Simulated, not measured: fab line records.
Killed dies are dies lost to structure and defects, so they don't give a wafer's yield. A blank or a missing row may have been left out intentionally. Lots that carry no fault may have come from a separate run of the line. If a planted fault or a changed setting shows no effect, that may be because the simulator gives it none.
Problem report in the 8D (eight disciplines) form, filled by code + flow n5 finfet + the parts of the form that need people (team, actions taken, sign-off) are left out

1. THE ISSUE
Across 6 wafers from 2 lots, M6_OVL at N5_BEOL_M6_OVL_MEAS_12 averages 15.6 nm, while fault-free wafers read -0.2 nm with a standard deviation of 0.71. Relative to the usual mean, that is a shift of +22 standard deviations.
First seen on wafer L543.1, day 12 20:26, on overlay-02. Wafers with a number at this step in the record: 30, from 10 lots. Rule for "out", or "out of limits": more than 4 standard deviations from the usual mean. All remaining wafers that have a number are taken as sound.

2. WHAT IT IS, WHAT IT ISN'T
| question                    | is                     | is not                                                                          |
|-----------------------------|------------------------|---------------------------------------------------------------------------------|
| which readings at this step | M6_OVL                 | -                                                                               |
| which lots                  | L543, L547             | L529, L530, L534, L536, L537, L549, L550, L551                                  |
| which wafers of those lots  | all that have a number | -                                                                               |
| read on which gauges        | overlay-02             | overlay-01                                                                      |
| when                        | from day 12 20:26      | up to then (15 sound wafers); but 9 sound wafers of L549, L550, L551 came after |

3. WHAT RULES OUT EACH SUSPECT
Counting: a tool stays on the suspect list if, at a process step up to the reading, it processed all lots that are out and no sound lot following the first of them.
- ruled out: the gauge at N5_BEOL_M6_OVL_MEAS_12. All the wafers that are out were read on overlay-02, but those of them that N5_PASSIVATION_PROBE_49 has rows for are out there too, on other tools.
- arfi scanner-03 at N5_BEOL_M6_EXPOSE_08 (exposes mask M6): kept. It ran every lot that is out, first L543 (day 12 20:16), and no sound lot after that; its last sound lot up to then is L534 (day 10 21:04).
The count leaves arfi scanner-03 at N5_BEOL_M6_EXPOSE_08.

4. THE CAUSE (what the simulator had put in)
Scanner matching overlay: arfi scanner-03, from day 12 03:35 on, at N5_BEOL_M6_EXPOSE_08. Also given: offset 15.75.
This tool alone remained once counting was done.

5. THE EFFECT CHAIN, in route order
One row per reading whose mean, taken over the struck wafers that have a number, lies over 3 standard deviations from the usual. Scope: only readings with a usual standard deviation given in the record; hours: median across lots of the time from each lot's start at the first step in this table that gives one to its start at this step; sigmas: change in usual standard deviations.
| hours | step                    | reading              | usual   | on struck wafers | change | sigmas |
|-------|-------------------------|----------------------|---------|------------------|--------|--------|
| 0     | N5_BEOL_M6_OVL_MEAS_12  | M6_OVL               | -0.2 nm | 15.6             | +15.8  | +22    |
| 89    | N5_PASSIVATION_PROBE_49 | defect limited yield | 91.3 %  | 48.3             | -43.0  | -33    |
| 89    | N5_PASSIVATION_PROBE_49 | killed_at_M4_up      | 13      | 520              | +507   | +98    |
| 89    | N5_PASSIVATION_PROBE_49 | killed dies          | 102     | 610              | +508   | +32    |
| 89    | N5_PASSIVATION_PROBE_49 | killed on rim        | 13      | 79               | +66    | +17    |
| 89    | N5_PASSIVATION_PROBE_49 | sort_bin_5_function  | 5.1 %   | 26.1             | +21.0  | +24    |
| 89    | N5_PASSIVATION_PROBE_49 | sort n pass          | 1078    | 570              | -508   | -32    |
| 89    | N5_PASSIVATION_PROBE_49 | sort yield pct       | 91.3 %  | 48.3             | -43.0  | -33    |
It contains these process steps:
- N5_PASSIVATION_PROBE_49

6. WHAT WOULD HAVE CAUGHT IT SOONER
17 hours passed between the start of the fault at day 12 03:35 and the first reading out of limits at a measuring or inspecting step in this record, taken at day 12 20:26.
L547, from the lots that are out (2), started N5_BEOL_M6_EXPOSE_08 on arfi scanner-03 later than day 12 20:26. A tool hold placed at that time would have kept it from harm.
